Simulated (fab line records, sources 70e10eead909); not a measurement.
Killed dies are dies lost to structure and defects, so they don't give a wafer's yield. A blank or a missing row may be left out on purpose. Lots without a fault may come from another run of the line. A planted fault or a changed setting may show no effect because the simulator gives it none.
Chamber matching | flow nand_harc | NHARC_A_STAIRCASE_DEP_301 on pecvd-03: 3 sister chambers
The step deposits SiON, target thk 30 nm. 3 wafers are shown with their chamber, then 11 later ones without.

WAFERS WITH THEIR CHAMBER
wafer  | chamber | heater_power_w (W)
L087.6 | 1       | 656
L089.5 | 0       | 610
L093.1 | 2       | 591

WAFERS WITHOUT THEIR CHAMBER
wafer  | heater_power_w (W)
L093.2 | 773
L093.5 | 625
L095.4 | 687
L095.5 | 570
L095.6 | 715
L094.1 | 753
L094.3 | 605
L094.5 | 752
L096.1 | 469
L096.2 | 693
L096.4 | 680

WHICH CHAMBER EACH WENT THROUGH
wafer  | from the rows above          | in truth
L093.2 | can't be placed: 1 or 0 or 2 | 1
L093.5 | can't be placed: 0 or 1 or 2 | 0
L095.4 | can't be placed: 1 or 0 or 2 | 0
L095.5 | can't be placed: 2 or 0 or 1 | 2
L095.6 | can't be placed: 1 or 0 or 2 | 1
L094.1 | can't be placed: 1 or 0 or 2 | 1
L094.3 | can't be placed: 0 or 2 or 1 | 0
L094.5 | can't be placed: 1 or 0 or 2 | 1
L096.1 | can't be placed: 2 or 0 or 1 | 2
L096.2 | can't be placed: 1 or 0 or 2 | 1
L096.4 | can't be placed: 1 or 0 or 2 | 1
Placed correctly: 0 of 11. Can't be placed from these rows: 11 (the true chamber is among the candidates in 11). Placed wrongly: 0.
How it was worked out, from the rows above alone: a wafer's distance from a chamber is the root of the sum, over the readings, of the square of ((its reading less the chamber's mean) divided by the reading's scatter). The wafer belongs to the nearest chamber; if the next one is less than 2 further off, it can't be placed. A chamber's mean is the mean of its shown wafers. The scatter: with one shown wafer a chamber, the root of the mean of the squares of how far each hidden wafer lies from its nearest shown one.
